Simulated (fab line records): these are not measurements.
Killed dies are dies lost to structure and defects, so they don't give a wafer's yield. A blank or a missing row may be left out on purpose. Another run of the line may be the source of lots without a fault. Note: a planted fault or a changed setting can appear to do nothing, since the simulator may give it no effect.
Matching of chambers | flow nand harc | NHARC_A_STAIRCASE_TRIM_220 on rie diel-03: 4 sister chambers
The step chemistry O2, time 211.2 s. 20 wafers are shown with their chamber, then 10 later ones without.

WAFERS PAIRED WITH THEIR CHAMBERS
wafer  | chamber | showerhead plenum p Torr (Torr) | oes product au (a.u.) | rf vpp V (V)
L075.1 | 3       | 3.39                            | 1.016                 | 58.4
L075.4 | 1       | 3.57                            | 1.022                 | 56.9
L075.5 | 0       | 3.29                            | 1.005                 | 58.3
L076.3 | 1       | 3.57                            | 1.018                 | 58.4
L076.4 | 3       | 3.38                            | 1.021                 | 56.8
L076.6 | 1       | 3.56                            | 1.026                 | 57.9
L078.1 | 3       | 3.38                            | 1.013                 | 57.6
L078.3 | 1       | 3.56                            | 1.021                 | 59.0
L078.6 | 3       | 3.38                            | 1.014                 | 56.5
L081.1 | 0       | 3.28                            | 1.004                 | 57.2
L081.4 | 1       | 3.56                            | 1.011                 | 58.7
L081.6 | 2       | 3.34                            | 0.997                 | 57.3
L082.1 | 1       | 3.55                            | 1.003                 | 57.6
L082.3 | 0       | 3.28                            | 0.999                 | 58.3
L082.5 | 3       | 3.37                            | 1.019                 | 56.6
L083.1 | 0       | 3.27                            | 1.001                 | 56.7
L083.2 | 1       | 3.55                            | 1.013                 | 58.9
L083.6 | 1       | 3.55                            | 1.004                 | 58.1
L089.2 | 2       | 3.33                            | 0.993                 | 58.4
L089.3 | 3       | 3.36                            | 1.016                 | 57.8

SIGNATURES (means of the wafers above)
reading                  | chamber 0 | chamber 1 | chamber 2 | chamber 3 | scatter within a chamber
showerhead plenum p Torr | 3.2800    | 3.5587    | 3.3350    | 3.3767    | 0.00891
oes product au           | 1.00225   | 1.01475   | 0.99500   | 1.01650   | 0.006
rf vpp V                 | 57.625    | 58.188    | 57.850    | 57.283    | 0.752
Rule: a wafer's distance from a chamber is the root of the sum, over the readings, of the square of ((its reading less the chamber's mean) divided by the reading's scatter). The wafer belongs to the nearest chamber; if the next one is less than 2 further off, it can't be placed. How the scatter is found: for the shown wafers, subtract from each reading the mean of its chamber, square and add these, divide the total by (wafers less chambers), then take the root.

WAFERS WITH NO CHAMBER GIVEN
wafer  | showerhead plenum p Torr (Torr) | oes product au (a.u.) | rf vpp V (V)
L089.5 | 3.36                            | 1.019                 | 58.6
L094.3 | 3.32                            | 0.986                 | 56.8
L094.4 | 3.53                            | 1.000                 | 58.1
L094.6 | 3.79                            | 1.005                 | 59.7
L096.1 | 3.78                            | 1.015                 | 58.7
L096.2 | 3.32                            | 0.994                 | 58.1
L096.5 | 3.52                            | 1.014                 | 57.3
L097.3 | 3.78                            | 0.990                 | 60.0
L097.4 | 3.31                            | 0.985                 | 58.2
L097.5 | 3.52                            | 1.004                 | 57.5

WHICH CHAMBER EACH WENT THROUGH
wafer  | from the rows above     | in truth
L089.5 | 3                       | 3
L094.3 | 2                       | 2
L094.4 | 1                       | 1
L094.6 | 1                       | 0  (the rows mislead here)
L096.1 | 1                       | 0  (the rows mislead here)
L096.2 | 2                       | 2
L096.5 | 1                       | 1
L097.3 | 1                       | 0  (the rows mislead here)
L097.4 | can't be placed: 2 or 0 | 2
L097.5 | 1                       | 1
6 of 10 placed correctly. From these rows, 1 cannot be placed; in 1 the true chamber is one of the candidates. 3 placed wrongly.
